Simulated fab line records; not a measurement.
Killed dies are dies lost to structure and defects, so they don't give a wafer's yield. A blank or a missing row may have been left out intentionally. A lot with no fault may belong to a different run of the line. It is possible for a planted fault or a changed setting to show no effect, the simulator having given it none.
Lot-split experiment ; flow n5_finfet ; 21 wafers read across 7 lots, on a route 1938 steps long

## ON THE SPLIT
At N5_BEOL_M14_TRENCH_ETCH_34 (etches SiO2 in C4F8/O2/Ar, target depth 556.65 nm, time 126.9 s), the setting time_s was moved away from the recipe's 126.9 s on 10 of the 21 wafers read, by -11.3% to +20.7%. All remaining wafers had this setting at the recipe value.

## FROM THE SPLIT TO THE READING: what the file shows between them, 7 steps
- N5_BEOL_M14_STRIP_70: strips in C4F8/O2/Ar
- N5_BEOL_M14_OCD_MEAS_35
- N5_BEOL_M14_SPUTTER_45: material Cu, target thk 100 nm, time 16.67 s (also split here: time_s)
- N5_BEOL_M14_ECD_47: material Cu, target thk 1248 nm
- N5_BEOL_M14_ANNEAL_48: time 90 s
- N5_BEOL_M14_PRE_CLEAN_52: time 15 s
- N5_BEOL_M14_DEP_53: deposits SiCN from 3MS/NH3, target thk 50 nm, time 17.8 s

## THE READING
At N5_BEOL_M14_RS_MEAS_54, a four-point-probe measurement gives M14_RS in ohm/sq. Fault-free wafers of this fab line usually give 0.0339 ohm/sq, standard deviation 0.0013 ohm/sq.

wafer;tool, chamber at the split;time_s as run, s;against the recipe;M14_RS, ohm/sq;against lot-mates on the recipe
L074.2;rie_diel-02, 0;137.9;+8.7%;0.0306;-0.0029
L074.3;rie_diel-02, 2;126.9;recipe;0.0335;-
L074.5;rie_diel-02, 1;137.9;+8.7%;0.0320;-0.0015
L075.3;rie_diel-04, 0;126.9;recipe;0.0342;-
L075.4;rie_diel-04, 1;112.6;-11.3%;0.0380;+0.0038
L075.5;rie_diel-04, 0;112.6;-11.3%;0.0388;+0.0046
L078.1;rie_diel-04, 3,0;126.9;recipe;0.0339;-
L078.3;rie_diel-04, 2;126.9;recipe;0.0340;-
L078.4;rie_diel-04, 3,0;126.9;recipe;0.0341;-
L080.1;rie_diel-02, 2;126.9;recipe;0.0338;-
L080.4;rie_diel-02, 1;126.9;recipe;0.0358;-
L080.6;rie_diel-02, 2;153.2;+20.7%;0.0276;-0.0072
L086.3;rie_diel-04, 2;148.3;+16.9%;0.0299;no lot-mate on the recipe
L086.5;rie_diel-04, 3;148.3;+16.9%;0.0291;no lot-mate on the recipe
L086.6;rie_diel-04, 2;148.3;+16.9%;0.0298;no lot-mate on the recipe
L091.1;rie_diel-05, 0;143.4;+13.0%;0.0273;-0.0075
L091.2;rie_diel-05, 2;143.4;+13.0%;0.0309;-0.0039
L091.4;rie_diel-05, 1;126.9;recipe;0.0348;-
L097.1;rie_diel-04, 2;126.9;recipe;0.0357;-
L097.3;rie_diel-04, 1;126.9;recipe;0.0329;-
L097.5;rie_diel-04, 2;126.9;recipe;0.0354;-
The file does not say which wafer passed through which chamber wherever a row lists several chambers: such a row stands for several wafers.

THE FIT
A straight line over all 21 wafers: M14_RS changes by -0.000329 ohm/sq for each +1% of time_s; r = -0.94; the points scatter about the line by 0.0011 ohm/sq.
The same after taking each lot's own level away (the mean of its wafers on the recipe; 18 wafers): -0.000369 ohm/sq for each +1%; r = -0.94; scatter 0.0011 ohm/sq.
On that fit, the largest move of time_s shifts the reading by 0.0076 ohm/sq.
Measured against the standard deviation above, the lots' own levels, which go from 0.03350 to 0.03480 ohm/sq, span 1.0 times it.
Thus the slope moves with the lot-to-lot level: the two fits are different.
Check: for one of the wafers moved furthest among these (+20.7%), held out of the fit, the line's prediction against its lot-mates is -0.00783 ohm/sq. It came out at -0.0072 ohm/sq against them.

## ADDITIONAL SPLITS CARRIED BY THESE WAFERS
Note: prior to the reading, these wafers also went through further splits. Each is held against what the fit with the lots' levels taken away leaves over:
other split on the same wafers;wafers away from the commonest value;r with M14_RS (lot level and that fit taken away)
N5_BEOL_M11_ETCH_62 bias_w;9;+0.29
N5_BEOL_M11_COAT_22 spin_rpm;8;+0.07
N5_BEOL_M13_ETCH_67 bias_w;5;+0.27
N5_BEOL_M13_TRENCH_ETCH_34 time_s;6;+0.19
N5_BEOL_M14_SPUTTER_45 time_s;9;+0.08

## THE WHOLE CHAIN: every reading that the file lists as answering this split, in the file's order
step;what it does;reading;change (the file's fit);r (the file's)
N5_BEOL_M14_TRENCH_ETCH_34;etches SiO2 in C4F8/O2/Ar, target depth 556.65 nm, time 126.9 s;etch.depth_nm (the simulator's own value, which no gauge read);+6.52 nm for each +1% of the setting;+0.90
N5_BEOL_M14_OCD_MEAS_35;;trench_depth_nm;+6.49 nm for each +1% of the setting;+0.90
N5_BEOL_M14_RS_MEAS_54;measures by four-point-probe;M14_RS;-0.000362 for each +1% of the setting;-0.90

## FILE'S OWN FIT
M14_RS changes by -0.000362 ohm/sq for each +1% of time_s, r = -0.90.
